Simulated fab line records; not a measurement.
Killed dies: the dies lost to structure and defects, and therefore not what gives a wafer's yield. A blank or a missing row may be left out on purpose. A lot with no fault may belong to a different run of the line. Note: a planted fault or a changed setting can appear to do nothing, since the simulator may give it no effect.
2 desks, one fault / flow n5Finfet / only its own numbers are on each desk; what lay behind them is given at the end

== TOOL OWNER'S DESK, cmp-02 ==
The tool's own readings at N5_ILD0_CMP_12 (polishes SiNx, stops on poly-Si, t overpolish 6 s, target thk 17.67 nm): means of the sampled wafers that have a number, for each lot that ran on this tool. Any lot whose mean is over 4 standard deviations away from the usual mean is out of limits and marked OUT; that distance is given in the brackets.
Columns: A = headPressurePsi at N5_ILD0_CMP_12, usual 2.500 psi; B = motorCurrentA at N5_ILD0_CMP_12, usual 9.1 A; C = overpolishRunS at N5_ILD0_CMP_12, usual 5.999 s; D = slurryFilterDpKPa at N5_ILD0_CMP_12, usual 13.51 kPa; E = timeToEndpointS at N5_ILD0_CMP_12, usual 28.4 s
lot=L153; first seen here=day 4 05:05; A=2.497; B=9.4; C=5.996; D=13.41; E=32.4
lot=L155; first seen here=day 4 18:47; A=2.502; B=8.7; C=6.001; D=13.56; E=30.9
lot=L159; first seen here=day 5 18:26; A=2.497; B=9.3; C=6.012; D=13.48; E=28.2
lot=L161; first seen here=day 6 07:15; A=2.496; B=8.8; C=5.996; D=13.44; E=28.1
lot=L172; first seen here=day 8 23:28; A=2.172 (-60) OUT; B=8.1; C=6.003; D=13.56; E=33.4
lot=L173; first seen here=day 9 06:09; A=2.173 (-59) OUT; B=7.9; C=5.996; D=13.47; E=33.2
Finding of this desk: L172, L173 out of limits; the first was L172 at day 8 23:28, on headPressurePsi at N5_ILD0_CMP_12. Within limits: L153, L155, L159, L161.

== FROM THE METROLOGY DESK ==
Lot by lot, what the gauges showed, no matter which tool ran the lot: averages of those sampled wafers that carry a number. Any lot whose mean is over 4 standard deviations away from the usual mean is out of limits and marked OUT; that distance is given in the brackets. Only the readings that lie furthest out on some lot appear, 7 of the 10 it has.
Columns: A = DIBL_N at N5_BEOL_M4_RC_MEAS_101, usual 35.8 mV/V; B = DIBL_P at N5_BEOL_M4_RC_MEAS_101, usual 35.6 mV/V; C = IOFF_N at N5_BEOL_M4_RC_MEAS_101, usual 0.148 nA/um; D = IOFF_P at N5_BEOL_M4_RC_MEAS_101, usual 0.20 nA/um; E = SS_P at N5_BEOL_M4_RC_MEAS_101, usual 73.1 mV/dec; F = VT_N at N5_BEOL_M4_RC_MEAS_101, usual 251 mV; G = VT_P at N5_BEOL_M4_RC_MEAS_101, usual -251 mV
lot=L153; first seen here=day 8 00:16; A=35.1; B=35.3; C=0.158; D=0.21; E=73.0; F=251; G=-248
lot=L155; first seen here=day 9 07:14; A=36.1; B=37.9; C=0.159; D=0.19; E=72.9; F=251; G=-255
lot=L159; first seen here=day 9 12:13; A=35.5; B=34.2; C=0.139; D=0.21; E=73.0; F=252; G=-248
lot=L161; first seen here=day 10 05:30; A=35.5; B=34.7; C=0.133; D=0.17; E=73.0; F=254; G=-254
lot=L162; first seen here=day 10 15:32; A=35.0; B=34.8; C=0.144; D=0.18; E=72.4; F=250; G=-251
lot=L169; first seen here=day 12 03:19; A=36.6; B=36.8; C=0.158; D=0.20; E=73.3; F=250; G=-252
lot=L172; first seen here=day 13 02:19; A=38.1; B=40.2; C=0.188; D=0.25; E=74.1; F=247; G=-248
lot=L173; first seen here=day 13 18:52; A=36.5; B=35.2; C=0.161; D=0.20; E=72.3; F=250; G=-248
lot=L174; first seen here=day 13 22:43; A=35.0; B=35.0; C=0.157; D=0.20; E=72.7; F=247; G=-248
This desk's verdict: no lot among the 9 shows anything out of limits.

== BROUGHT TOGETHER ==
At day 8 23:28, on L172, L173, the tool owner's desk was in a position to raise an alarm.
The metrology desk saw nothing out of limits.
The metrology desk has L172, L173 on record, within its limits.
N5_ILD0_CMP_12 was run on cmp-02 by each of the lots named.

== WHAT THE SIMULATOR HAD INSERTED ==
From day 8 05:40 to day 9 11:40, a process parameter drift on cmp-02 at N5_ILD0_CMP_12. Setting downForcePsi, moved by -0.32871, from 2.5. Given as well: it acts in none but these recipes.
Shown lots that were struck: L172, L173.
Hours from the fault's start to each desk's first reading out of limits: the tool owner's desk, 18.
